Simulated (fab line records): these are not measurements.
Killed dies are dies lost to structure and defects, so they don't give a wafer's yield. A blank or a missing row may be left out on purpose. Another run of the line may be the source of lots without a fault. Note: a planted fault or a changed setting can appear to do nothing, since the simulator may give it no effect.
The tool behind it: which one? :: flow n5 finfet :: 24 lots (72 wafers sampled), 1 step of a 1938-step route

WHAT EACH GAUGE READ, for each wafer
N5_BEOL_M9_CD_MEAS_18: pitch 140 nm, target cd 70 nm.
lot: L074
measured: day 10 08:16
on: cd sem-01
cd nm (nm): 72.8 70.4 71.0

lot: L076
measured: day 10 08:31
on: cd sem-03
cd nm (nm): 70.5 72.0 71.3

lot: L078
measured: day 10 23:29
on: cd sem-03
cd nm (nm): 70.7 70.4 69.6

lot: L075
measured: day 10 23:44
on: cd sem-02
cd nm (nm): 69.5 70.5 70.6

lot: L077
measured: day 10 23:51
on: cd sem-02
cd nm (nm): 70.6 70.0 69.5

lot: L080
measured: day 11 08:56
on: cd sem-01
cd nm (nm): 68.9 69.3 70.4

lot: L079
measured: day 11 09:16
on: cd sem-02
cd nm (nm): 70.2 70.6 70.9

lot: L082
measured: day 11 16:11
on: cd sem-03
cd nm (nm): 71.3 70.1 70.7

lot: L081
measured: day 12 00:35
on: cd sem-03
cd nm (nm): 68.4 68.9 69.2

lot: L083
measured: day 12 01:08
on: cd sem-03
cd nm (nm): 69.1 70.6 70.2

lot: L084
measured: day 12 06:20
on: cd sem-03
cd nm (nm): 70.5 69.6 70.0

lot: L085
measured: day 13 03:39
on: cd sem-01
cd nm (nm): 70.9 71.0 70.8

lot: L086
measured: day 13 10:41
on: cd sem-02
cd nm (nm): 69.9 70.2 69.9

lot: L087
measured: day 13 11:07
on: cd sem-02
cd nm (nm): 69.1 71.1 71.2

lot: L088
measured: day 13 16:16
on: cd sem-02
cd nm (nm): 71.0 69.4 70.7

lot: L089
measured: day 13 16:42
on: cd sem-01
cd nm (nm): 69.8 70.2 71.5

lot: L090
measured: day 13 17:23
on: cd sem-01
cd nm (nm): 69.4 70.7 69.4

lot: L091
measured: day 13 22:41
on: cd sem-02
cd nm (nm): 70.7 70.5 70.7

lot: L092
measured: day 14 03:04
on: cd sem-01
cd nm (nm): 70.5 71.1 71.2

lot: L093
measured: day 14 20:52
on: cd sem-03
cd nm (nm): 70.5 69.9 70.6

lot: L095
measured: day 15 01:05
on: cd sem-01
cd nm (nm): 70.3 69.8 69.5

lot: L096
measured: day 15 05:13
on: cd sem-03
cd nm (nm): 69.6 71.1 71.0

lot: L094
measured: day 15 11:06
on: cd sem-01
cd nm (nm): 70.3 70.5 70.7

lot: L097
measured: day 15 22:09
on: cd sem-03
cd nm (nm): 70.2 70.6 70.9

WHICH TOOL RAN EACH LOT (tool, then ch and the chambers of the sampled wafers, then the start)
The record shows no process step preceding these readings.

WHAT THE TOOLS THEMSELVES READ (means of the sampled wafers that have a number; where no wafer has one, the mark that the record gives instead)
The record holds no such reading with a usual standard deviation.

THE ANSWER, worked out from the rows above alone
Rule: the lots themselves supply what counts as usual. The widest of any qualifying gaps counts: lots, ordered by their means at a reading, are off when they make up no more than a third of the lots, leave a main group of 4 or more, and stand apart from it by 3 or more times the standard deviation of that group's means. A main group whose means are all the same, to the digits that the tables above print for the reading, isn't used. Also off: a lot with no number at a reading for which 4 or more lots have one. Where the step has rows for the other lots, those lots are counted as sound. Order of review: gauges by route order, followed by the tools' own readings, for which a lot's mean as printed above is used. The first step at which some lot is off is used, and at that step the reading that is off furthest; a lot without a number counts as furthest.
Across all readings shown, no lot is off: no conclusion can be drawn from this.

WHAT THE SIMULATOR HAD INSERTED
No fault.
